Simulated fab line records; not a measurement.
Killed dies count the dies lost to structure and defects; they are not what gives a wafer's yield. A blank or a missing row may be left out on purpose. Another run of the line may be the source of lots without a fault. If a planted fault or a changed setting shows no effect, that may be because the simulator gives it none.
8D (eight disciplines) problem report, filled in by code :: flow nand_harc :: the parts of the form that need people (team, actions taken, sign-off) are left out

== 1. THE PROBLEM ==
Wafers without a fault read 1.002 a.u., standard deviation 0.0099; oes_product_au at NHARC_A_CONTACT_ETCH_89 reads a mean of 0.870 a.u. on 2 wafers belonging to 2 lots. That is -13 standard deviations from the usual mean.
The step: etches the open film in N2/H2, target depth 260 nm, time 475.3 s.
Earliest sighting: wafer L176.4 on rie_diel-03 at day 23 05:13. Wafers with a number at this step in the record: 36, from 12 lots. Rule for "out", or "out of limits": more than 4 standard deviations from the usual mean. The other wafers with a number count as sound.

== 2. WHAT IT IS, AND WHAT IT ISN'T ==
question: which readings at this step
is: oes_product_au
is not: drypump_motor_current_A, rf_vpp_V, showerhead_plenum_p_Torr, throttle_valve_pct

question: which lots
is: L176, L177
is not: L173, L174, L188, L189, L190, L191, L192, L193, L194, L196

question: which wafers of those lots
is: L176.4, L177.6
is not: L176.1, L176.5, L177.4, L177.5

question: read on which tools
is: rie_diel-03
is not: -

question: when
is: from day 23 05:13
is not: up to then (8 sound wafers); but 26 sound wafers of L177, L188, L189, L190, L191, L192, L193, L194, L196 came after

== 3. THE SUSPECTS, EACH WITH WHAT RULES IT OUT ==
Counting: if a tool at a process step up to the reading ran every lot that is out, it stays a suspect. Sound lots after the first of them don't rule it out here, since some wafers of a struck lot are sound.
- rie_diel-03 at NHARC_A_CONTACT_ETCH_89 (etches the open film in N2/H2, target depth 260 nm, time 475.3 s): kept. Every lot that is out went through it, the first being L176 (day 23 05:13); the last sound lot it ran before that was L174 (day 22 21:16). On those wafers its own readings are out: oes_product_au.
- Within rie_diel-03 at NHARC_A_CONTACT_ETCH_89: the wafers that are out ran in chamber 0; their sound lot-mates ran in chambers 1, 2.
Left after counting: rie_diel-03 at NHARC_A_CONTACT_ETCH_89.

== 4. THE CAUSE (what the simulator had put in) ==
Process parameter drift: rie_diel-03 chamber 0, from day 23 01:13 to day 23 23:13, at NHARC_A_CONTACT_ETCH_89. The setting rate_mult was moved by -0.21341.
After counting, this tool was the only one left.

== 5. THE CHAIN OF EFFECTS, in route order ==
Each row: a reading where the mean over the struck wafers with a number is more than 3 standard deviations away from the usual. Only readings whose record carries a usual standard deviation are examined. hours: median over the lots of the time between each lot's start at the first step of this table that gives one and its start at this step. sigmas: the change, counted in usual standard deviations.
hours: 0
step: NHARC_A_CONTACT_ETCH_89
reading: oes_product_au
usual: 1.002 a.u.
on struck wafers: 0.870
change: -0.132
sigmas: -13
The process steps in it:
- NHARC_A_CONTACT_ETCH_89: etches the open film in N2/H2, target depth 260 nm, time 475.3 s.
Later measuring or inspecting steps at which every struck wafer that the step has a row for has a number for every such reading, and none has moved that far: NHARC_END_SORT_01.

== 6. HOW IT WOULD HAVE BEEN CAUGHT EARLIER ==
First out-of-limits reading in this record: day 23 05:13, which is 4 hours after fault onset at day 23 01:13.
